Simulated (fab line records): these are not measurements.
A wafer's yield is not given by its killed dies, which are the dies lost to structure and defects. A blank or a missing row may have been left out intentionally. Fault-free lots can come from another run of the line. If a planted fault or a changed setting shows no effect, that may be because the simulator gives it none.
Chamber matching / flow nand_harc / 4 sister chambers for NHARC_A_ZERO_WELL_ETCH_19 on rie_diel-09
The step etches the open film in N2/H2, target depth 80 nm, overetch 24 nm, time 87.88 s. 18 wafers are shown with their chamber, then 9 later ones without.

EACH WAFER AND ITS CHAMBER
wafer=L432.2; chamber=1; drypump_motor_current_A (A)=5.9; rf_vpp_V (V)=431.2; oes_product_au (a.u.)=1.015
wafer=L432.4; chamber=3; drypump_motor_current_A (A)=5.8; rf_vpp_V (V)=430.6; oes_product_au (a.u.)=1.001
wafer=L432.6; chamber=1; drypump_motor_current_A (A)=5.9; rf_vpp_V (V)=430.9; oes_product_au (a.u.)=1.002
wafer=L433.2; chamber=3; drypump_motor_current_A (A)=5.9; rf_vpp_V (V)=431.9; oes_product_au (a.u.)=0.979
wafer=L433.3; chamber=1; drypump_motor_current_A (A)=5.9; rf_vpp_V (V)=432.6; oes_product_au (a.u.)=1.008
wafer=L433.6; chamber=2; drypump_motor_current_A (A)=5.2; rf_vpp_V (V)=426.8; oes_product_au (a.u.)=0.992
wafer=L434.2; chamber=1; drypump_motor_current_A (A)=5.8; rf_vpp_V (V)=432.0; oes_product_au (a.u.)=1.016
wafer=L434.4; chamber=3; drypump_motor_current_A (A)=5.8; rf_vpp_V (V)=432.0; oes_product_au (a.u.)=1.000
wafer=L434.6; chamber=2; drypump_motor_current_A (A)=5.2; rf_vpp_V (V)=427.4; oes_product_au (a.u.)=1.000
wafer=L435.3; chamber=3; drypump_motor_current_A (A)=5.8; rf_vpp_V (V)=433.5; oes_product_au (a.u.)=1.000
wafer=L435.4; chamber=1; drypump_motor_current_A (A)=5.8; rf_vpp_V (V)=431.3; oes_product_au (a.u.)=1.032
wafer=L435.6; chamber=2; drypump_motor_current_A (A)=5.2; rf_vpp_V (V)=426.5; oes_product_au (a.u.)=0.994
wafer=L436.1; chamber=2; drypump_motor_current_A (A)=5.2; rf_vpp_V (V)=426.0; oes_product_au (a.u.)=0.982
wafer=L436.5; chamber=3; drypump_motor_current_A (A)=5.9; rf_vpp_V (V)=432.0; oes_product_au (a.u.)=0.979
wafer=L436.6; chamber=0; drypump_motor_current_A (A)=4.8; rf_vpp_V (V)=430.2; oes_product_au (a.u.)=1.010
wafer=L438.1; chamber=2; drypump_motor_current_A (A)=5.3; rf_vpp_V (V)=425.9; oes_product_au (a.u.)=0.998
wafer=L438.4; chamber=1; drypump_motor_current_A (A)=5.9; rf_vpp_V (V)=431.5; oes_product_au (a.u.)=1.014
wafer=L438.6; chamber=3; drypump_motor_current_A (A)=5.8; rf_vpp_V (V)=431.2; oes_product_au (a.u.)=1.004

SIGNATURES (means of the wafers above)
reading=drypump_motor_current_A; chamber 0=4.800; chamber 1=5.867; chamber 2=5.220; chamber 3=5.833; scatter within a chamber=0.0498
reading=rf_vpp_V; chamber 0=430.200; chamber 1=431.583; chamber 2=426.520; chamber 3=431.867; scatter within a chamber=0.764
reading=oes_product_au; chamber 0=1.01000; chamber 1=1.01450; chamber 2=0.99320; chamber 3=0.99383; scatter within a chamber=0.00991
Rule: distance of a wafer from a chamber = root of the sum over the readings of ((wafer's reading minus chamber's mean) / reading's scatter) squared. If the next closest chamber is less than 2 further off than the closest, the wafer can't be placed; otherwise it belongs to the closest. How the scatter is found: for the shown wafers, subtract from each reading the mean of its chamber, square and add these, divide the total by (wafers less chambers), then take the root.

WAFERS MISSING THEIR CHAMBER
wafer=L446.2; drypump_motor_current_A (A)=5.9; rf_vpp_V (V)=432.1; oes_product_au (a.u.)=0.994
wafer=L446.3; drypump_motor_current_A (A)=4.9; rf_vpp_V (V)=430.1; oes_product_au (a.u.)=1.009
wafer=L446.6; drypump_motor_current_A (A)=4.9; rf_vpp_V (V)=432.3; oes_product_au (a.u.)=1.004
wafer=L451.1; drypump_motor_current_A (A)=5.8; rf_vpp_V (V)=431.2; oes_product_au (a.u.)=1.012
wafer=L451.3; drypump_motor_current_A (A)=4.8; rf_vpp_V (V)=430.3; oes_product_au (a.u.)=1.011
wafer=L451.4; drypump_motor_current_A (A)=5.3; rf_vpp_V (V)=427.3; oes_product_au (a.u.)=0.999
wafer=L452.2; drypump_motor_current_A (A)=4.9; rf_vpp_V (V)=430.4; oes_product_au (a.u.)=1.002
wafer=L452.5; drypump_motor_current_A (A)=5.3; rf_vpp_V (V)=426.5; oes_product_au (a.u.)=0.992
wafer=L452.6; drypump_motor_current_A (A)=5.8; rf_vpp_V (V)=431.3; oes_product_au (a.u.)=0.988

CHAMBER TAKEN BY EACH
wafer=L446.2; from the rows above=can't be placed: 3 or 1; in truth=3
wafer=L446.3; from the rows above=0; in truth=0
wafer=L446.6; from the rows above=0; in truth=0
wafer=L451.1; from the rows above=can't be placed: 1 or 3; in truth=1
wafer=L451.3; from the rows above=0; in truth=0
wafer=L451.4; from the rows above=2; in truth=2
wafer=L452.2; from the rows above=0; in truth=0
wafer=L452.5; from the rows above=2; in truth=2
wafer=L452.6; from the rows above=can't be placed: 3 or 1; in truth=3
Placed correctly: 6 of 9. These rows do not allow placing 3 (true chamber among the candidates in 3). Number placed wrongly: 0.
